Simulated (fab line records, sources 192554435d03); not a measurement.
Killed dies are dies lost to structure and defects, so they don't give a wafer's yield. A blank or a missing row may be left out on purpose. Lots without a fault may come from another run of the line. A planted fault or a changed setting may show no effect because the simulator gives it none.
Split-lot experiment | flow n5_finfet | 7 lots, 39 wafers read, on a route of 1938 steps

THE SPLIT
At N5_BEOL_M11_DEP_56 (deposits SiCN from 3MS/NH3, target thk 30 nm, time 10.5 s), the setting time_s was moved away from the recipe's 10.5 s on 12 of the 39 wafers read, by +21.6% to +55.4%. The other wafers ran this setting at the recipe's value.

The reading is taken at the split's own step.

THE READING
SiCN_of_BEOL_M11_DEP_56.thk_nm (the simulator's own value, which no gauge read), in nm, at N5_BEOL_M11_DEP_56 (deposits SiCN from 3MS/NH3, target thk 30 nm, time 10.5 s). The file gives no usual value for it. The 27 wafers here that ran the recipe average 30.0 nm, standard deviation 0.38 nm.

wafer  | tool, chamber at the split | time_s as run, s | against the recipe | SiCN_of_BEOL_M11_DEP_56.thk_nm, nm | against lot-mates on the recipe
L078.2 | pecvd-02, 0                | 10.5             | recipe             | 30                                 | -
L078.4 | pecvd-02, 0,1              | 10.5             | recipe             | 30.2                               | -
L078.6 | pecvd-02, 0,1              | 10.5             | recipe             | 30.2                               | -
L079.1 | pecvd-03, 1                | 10.5             | recipe             | 30                                 | -
L079.6 | pecvd-03, 1                | 10.5             | recipe             | 30                                 | -
L079.2 | pecvd-03, 0                | 10.5             | recipe             | 29.8                               | -
L079.3 | pecvd-03, 2                | 10.5             | recipe             | 30.2                               | -
L079.4 | pecvd-03, 2                | 10.5             | recipe             | 30.4                               | -
L079.5 | pecvd-03, 0                | 10.5             | recipe             | 30.6                               | -
L086.1 | pecvd-03, 0,1              | 10.5             | recipe             | 30                                 | -
L086.3 | pecvd-03, 0,1              | 10.5             | recipe             | 30                                 | -
L086.2 | pecvd-03, 2,0              | 10.5             | recipe             | 30.4                               | -
L086.6 | pecvd-03, 2,0              | 10.5             | recipe             | 30.4                               | -
L086.4 | pecvd-03, 1,2              | 10.5             | recipe             | 30.2                               | -
L086.5 | pecvd-03, 1,2              | 10.5             | recipe             | 30.2                               | -
L087.1 | pecvd-01, 1                | 10.5             | recipe             | 29.4                               | -
L087.2 | pecvd-01, 0                | 12.77            | +21.6%             | 36                                 | +6.2
L087.3 | pecvd-01, 2                | 12.77            | +21.6%             | 36.2                               | +6.4
L087.4 | pecvd-01, 2                | 10.5             | recipe             | 29.8                               | -
L087.5 | pecvd-01, 1                | 12.77            | +21.6%             | 36.6                               | +6.8
L087.6 | pecvd-01, 0                | 10.5             | recipe             | 30.2                               | -
L089.1 | pecvd-03, 2                | 10.5             | recipe             | 30                                 | -
L089.2 | pecvd-03, 0                | 10.5             | recipe             | 29.8                               | -
L089.3 | pecvd-03, 1                | 14.91            | +42.0%             | 42                                 | +11.9
L089.4 | pecvd-03, 1,0              | 14.91            | +42.0%             | 42.6                               | +12.5
L089.5 | pecvd-03, 1,0              | 14.91            | +42.0%             | 42.6                               | +12.5
L089.6 | pecvd-03, 2                | 10.5             | recipe             | 30.6                               | -
L093.1 | pecvd-01, 0,2              | 10.5             | recipe             | 29.6                               | -
L093.6 | pecvd-01, 0,2              | 10.5             | recipe             | 29.6                               | -
L093.2 | pecvd-01, 2                | 16.32            | +55.4%             | 45.2                               | +15.7
L093.3 | pecvd-01, 1                | 10.5             | recipe             | 29.2                               | -
L093.4 | pecvd-01, 0                | 16.32            | +55.4%             | 46                                 | +16.5
L093.5 | pecvd-01, 1                | 16.32            | +55.4%             | 45.6                               | +16.1
L096.1 | pecvd-02, 2                | 14.03            | +33.6%             | 39.2                               | +9.6
L096.2 | pecvd-02, 0                | 10.5             | recipe             | 29.4                               | -
L096.3 | pecvd-02, 1                | 10.5             | recipe             | 29.2                               | -
L096.4 | pecvd-02, 2                | 14.03            | +33.6%             | 40                                 | +10.4
L096.5 | pecvd-02, 1                | 14.03            | +33.6%             | 39.4                               | +9.8
L096.6 | pecvd-02, 0                | 10.5             | recipe             | 30.2                               | -
Where a row lists several chambers, the file gives one row for several wafers and doesn't say which wafer went through which chamber.

THE FIT
A straight line over all 39 wafers: SiCN_of_BEOL_M11_DEP_56.thk_nm changes by +0.286 nm for each +1% of time_s; r = +1.00; the points scatter about the line by 0.39 nm.
The same after taking each lot's own level away (the mean of its wafers on the recipe; 39 wafers): +0.292 nm for each +1%; r = +1.00; scatter 0.29 nm.
On that fit, the largest move of time_s shifts the reading by 16 nm.
The lots' own levels span 29.47 to 30.20 nm, that is 1.9 times the standard deviation above.
So the lot-to-lot level changes the slope little: the two slopes agree.
Check: with one of the wafers moved furthest among these (+55.4%) left out of the fit, the line predicts +16.3 nm for it against its lot-mates. It came out at +15.7 nm against them.

OTHER SPLITS ON THESE WAFERS
These wafers also went through other splits before the reading. Each is held against what the fit with the lots' levels taken away leaves over:
other split on the same wafers          | wafers away from the commonest value | r with SiCN_of_BEOL_M11_DEP_56.thk_nm (lot level and that fit taken away)
N5_STI_FIN_REVEAL_ETCHBACK_08 time_s    | 12                                   | +0.14
N5_BEOL_M0_SAQP_ETCH_106 target_depth_a | 12                                   | -0.20
N5_BEOL_M4_ILD_DEP_00 target_thk_a      | 18                                   | -0.02
N5_BEOL_M4_TRENCH_ETCH_37 time_s        | 15                                   | +0.09
N5_BEOL_M6_VIA_ETCH_34 time_s           | 18                                   | -0.14
N5_BEOL_M9_CVD_78 target_thk_a          | 18                                   | -0.01

THE FILE'S OWN FIT
SiCN_of_BEOL_M11_DEP_56.thk_nm changes by +0.293 nm for each +1% of time_s, r = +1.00.
